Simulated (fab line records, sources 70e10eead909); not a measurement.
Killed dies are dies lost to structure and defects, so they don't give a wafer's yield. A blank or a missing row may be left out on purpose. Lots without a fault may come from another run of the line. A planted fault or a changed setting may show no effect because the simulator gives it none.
Which tool did it? | flow nand_harc | 14 lots, 42 wafers sampled, at 2 steps of a route of 1159

WHAT THE GAUGES READ, wafer by wafer
NHARC_THIN_TSV_CD_MEAS_16.
lot  | measured     | on        | cd_nm (nm)
L901 | day 19 03:00 | cd_sem-02 | 1000.7 997.1 1001.5
L902 | day 19 10:22 | cd_sem-01 | 1003.2 999.0 1000.7
L904 | day 19 17:53 | cd_sem-01 | 997.8 1000.3 1000.4
L907 | day 20 11:32 | cd_sem-02 | 1001.1 1000.2 1002.4
L908 | day 20 20:53 | cd_sem-03 | 1000.3 1000.6 1001.4
L910 | day 21 05:12 | cd_sem-01 | 996.0 997.0 1000.7
L905 | day 21 06:18 | cd_sem-03 | 999.5 999.4 1000.9
L912 | day 21 07:35 | cd_sem-03 | 1001.8 1001.1 998.0
L914 | day 21 08:39 | cd_sem-03 | 1000.7 1002.0 1000.8
L916 | day 22 22:18 | cd_sem-03 | 999.6 999.1 998.0
L917 | day 22 23:31 | cd_sem-02 | 999.9 1001.3 999.6
L919 | day 23 00:50 | cd_sem-01 | 999.8 998.6 997.6
L918 | day 23 01:55 | cd_sem-01 | 999.8 1000.4 1000.3
L920 | day 23 04:35 | cd_sem-01 | 997.4 998.8 1000.3

WHICH TOOL RAN EACH LOT (tool, then ch and the chambers of the sampled wafers, then the start)
lot  | NHARC_THIN_TSV_ETCH_15
L901 | rie_si-02 ch 1,2,3, day 19 02:52
L902 | rie_si-06 ch 2,3, day 19 10:13
L904 | rie_si-05 ch 0,1,3, day 19 17:46
L907 | rie_si-02 ch 1,2,3, day 20 11:25
L908 | rie_si-06 ch 0,1,3, day 20 20:44
L910 | rie_si-06 ch 2,3, day 21 05:04
L905 | rie_si-05 ch 0,1,3, day 21 06:11
L912 | rie_si-02 ch 0,1,3, day 21 07:26
L914 | rie_si-02 ch 0,2,3, day 21 08:30
L916 | rie_si-05 ch 1,2,3, day 22 22:09
L917 | rie_si-06 ch 0,1,2, day 22 23:24
L919 | rie_si-02 ch 1,2,3, day 23 00:42
L918 | rie_si-06 ch 0,2, day 23 01:46
L920 | rie_si-05 ch 0,2,3, day 23 04:28
- NHARC_THIN_TSV_ETCH_15: target depth 3000 nm, bosch target overetch cycles 2, bosch etch step 2.8 s.

WHAT THE TOOLS THEMSELVES READ (means of the sampled wafers that have a number; where no wafer has one, the mark that the record gives instead)
NHARC_THIN_TSV_ETCH_15.
lot  | tool      | drypump_motor_current_A (A) | he_backside_leak_sccm (sccm)
L901 | rie_si-02 | 5.7                         | 2.64
L902 | rie_si-06 | 5.9                         | 2.33
L904 | rie_si-05 | 5.8                         | 2.57
L907 | rie_si-02 | 5.7                         | 2.80
L908 | rie_si-06 | 6.1                         | 3.09
L910 | rie_si-06 | 5.9                         | 2.40
L905 | rie_si-05 | 5.8                         | 2.51
L912 | rie_si-02 | 5.8                         | 2.79
L914 | rie_si-02 | 5.8                         | 2.63
L916 | rie_si-05 | 5.7                         | 2.69
L917 | rie_si-06 | 5.9                         | 2.57
L919 | rie_si-02 | 5.7                         | 2.77
L918 | rie_si-06 | 5.7                         | 2.59
L920 | rie_si-05 | 5.6                         | 2.68

THE ANSWER, worked out from the rows above alone
Rule: what is usual is taken from the lots themselves. Put in order of their means at a reading, lots are off if they are a third of the lots or fewer, leave a main group of 4 or more, and stand apart from it by a gap of 3 or more times the standard deviation of the main group's means; of several such gaps the widest counts. A main group whose means are all the same, to the digits that the tables above print for the reading, isn't used. A lot without any number at a reading at which 4 lots or more have one is off too. The other lots that the step has rows for count as sound. The gauges are gone through in route order, then the tools' own readings, and for those a lot's mean is taken as printed above. The first step at which some lot is off is used, and at that step the reading that is off furthest; a lot without a number counts as furthest.
No lot is off at any reading shown: from this, nothing can be told.

WHAT THE SIMULATOR HAD PUT IN
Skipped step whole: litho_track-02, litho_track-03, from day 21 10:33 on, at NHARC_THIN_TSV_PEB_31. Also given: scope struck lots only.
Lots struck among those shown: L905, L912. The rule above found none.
